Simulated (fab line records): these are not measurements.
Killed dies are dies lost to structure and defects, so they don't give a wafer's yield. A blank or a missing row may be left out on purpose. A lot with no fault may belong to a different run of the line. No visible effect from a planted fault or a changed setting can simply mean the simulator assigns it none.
Chamber matching / flow n5-finfet / 4 sister chambers for N5_FIN_SAQP_ETCH_34 on rie-diel-04
The step etches SiO2 in C4F6/O2, target depth 45 nm, time 15 s. 14 wafers are shown with their chamber, then 7 later ones without.

WAFERS PAIRED WITH THEIR CHAMBERS
wafer=L077.3; chamber=0; showerhead-plenum-p-Torr (Torr)=2.84; drypump-motor-current-A (A)=5.50; rf-vpp-V (V)=677
wafer=L077.5; chamber=2; showerhead-plenum-p-Torr (Torr)=2.73; drypump-motor-current-A (A)=5.45; rf-vpp-V (V)=659
wafer=L077.6; chamber=0; showerhead-plenum-p-Torr (Torr)=2.84; drypump-motor-current-A (A)=5.47; rf-vpp-V (V)=677
wafer=L080.1; chamber=0; showerhead-plenum-p-Torr (Torr)=2.84; drypump-motor-current-A (A)=5.45; rf-vpp-V (V)=678
wafer=L080.2; chamber=3; showerhead-plenum-p-Torr (Torr)=3.04; drypump-motor-current-A (A)=6.02; rf-vpp-V (V)=695
wafer=L080.6; chamber=1; showerhead-plenum-p-Torr (Torr)=2.91; drypump-motor-current-A (A)=6.06; rf-vpp-V (V)=665
wafer=L081.2; chamber=2; showerhead-plenum-p-Torr (Torr)=2.72; drypump-motor-current-A (A)=5.46; rf-vpp-V (V)=657
wafer=L081.3; chamber=0; showerhead-plenum-p-Torr (Torr)=2.84; drypump-motor-current-A (A)=5.44; rf-vpp-V (V)=678
wafer=L081.5; chamber=0; showerhead-plenum-p-Torr (Torr)=2.84; drypump-motor-current-A (A)=5.43; rf-vpp-V (V)=676
wafer=L084.1; chamber=0; showerhead-plenum-p-Torr (Torr)=2.84; drypump-motor-current-A (A)=5.44; rf-vpp-V (V)=675
wafer=L084.4; chamber=2; showerhead-plenum-p-Torr (Torr)=2.72; drypump-motor-current-A (A)=5.44; rf-vpp-V (V)=658
wafer=L084.6; chamber=0; showerhead-plenum-p-Torr (Torr)=2.84; drypump-motor-current-A (A)=5.45; rf-vpp-V (V)=676
wafer=L085.2; chamber=3; showerhead-plenum-p-Torr (Torr)=3.04; drypump-motor-current-A (A)=6.03; rf-vpp-V (V)=694
wafer=L085.3; chamber=1; showerhead-plenum-p-Torr (Torr)=2.91; drypump-motor-current-A (A)=6.09; rf-vpp-V (V)=664

SIGNATURES, as means of the wafers listed above
reading=showerhead-plenum-p-Torr; chamber 0=2.8400; chamber 1=2.9100; chamber 2=2.7233; chamber 3=3.0400; scatter within a chamber=0.00258
reading=drypump-motor-current-A; chamber 0=5.4543; chamber 1=6.0750; chamber 2=5.4500; chamber 3=6.0250; scatter within a chamber=0.0202
reading=rf-vpp-V; chamber 0=676.71; chamber 1=664.50; chamber 2=658.00; chamber 3=694.50; scatter within a chamber=1.02
Rule: distance of a wafer from a chamber = root of the sum over the readings of ((wafer's reading minus chamber's mean) / reading's scatter) squared. If the next closest chamber is less than 2 further off than the closest, the wafer can't be placed; otherwise it belongs to the closest. The scatter: the root of (the sum of the squares of (reading less its chamber's mean) over the shown wafers, divided by (wafers less chambers)).

WAFERS WHOSE CHAMBER IS MISSING
wafer=L085.6; showerhead-plenum-p-Torr (Torr)=3.04; drypump-motor-current-A (A)=6.04; rf-vpp-V (V)=694
wafer=L087.1; showerhead-plenum-p-Torr (Torr)=2.83; drypump-motor-current-A (A)=5.43; rf-vpp-V (V)=676
wafer=L087.2; showerhead-plenum-p-Torr (Torr)=2.91; drypump-motor-current-A (A)=6.06; rf-vpp-V (V)=664
wafer=L087.6; showerhead-plenum-p-Torr (Torr)=2.72; drypump-motor-current-A (A)=5.47; rf-vpp-V (V)=657
wafer=L089.2; showerhead-plenum-p-Torr (Torr)=3.04; drypump-motor-current-A (A)=6.06; rf-vpp-V (V)=694
wafer=L089.4; showerhead-plenum-p-Torr (Torr)=2.72; drypump-motor-current-A (A)=5.48; rf-vpp-V (V)=657
wafer=L089.5; showerhead-plenum-p-Torr (Torr)=2.72; drypump-motor-current-A (A)=5.46; rf-vpp-V (V)=657

WHICH CHAMBER EACH WENT THROUGH
wafer=L085.6; from the rows above=3; in truth=3
wafer=L087.1; from the rows above=0; in truth=0
wafer=L087.2; from the rows above=1; in truth=1
wafer=L087.6; from the rows above=2; in truth=2
wafer=L089.2; from the rows above=3; in truth=3
wafer=L089.4; from the rows above=2; in truth=2
wafer=L089.5; from the rows above=2; in truth=2
Correctly placed: 7 of 7. Number that these rows cannot place: 0. Placed wrongly: 0.
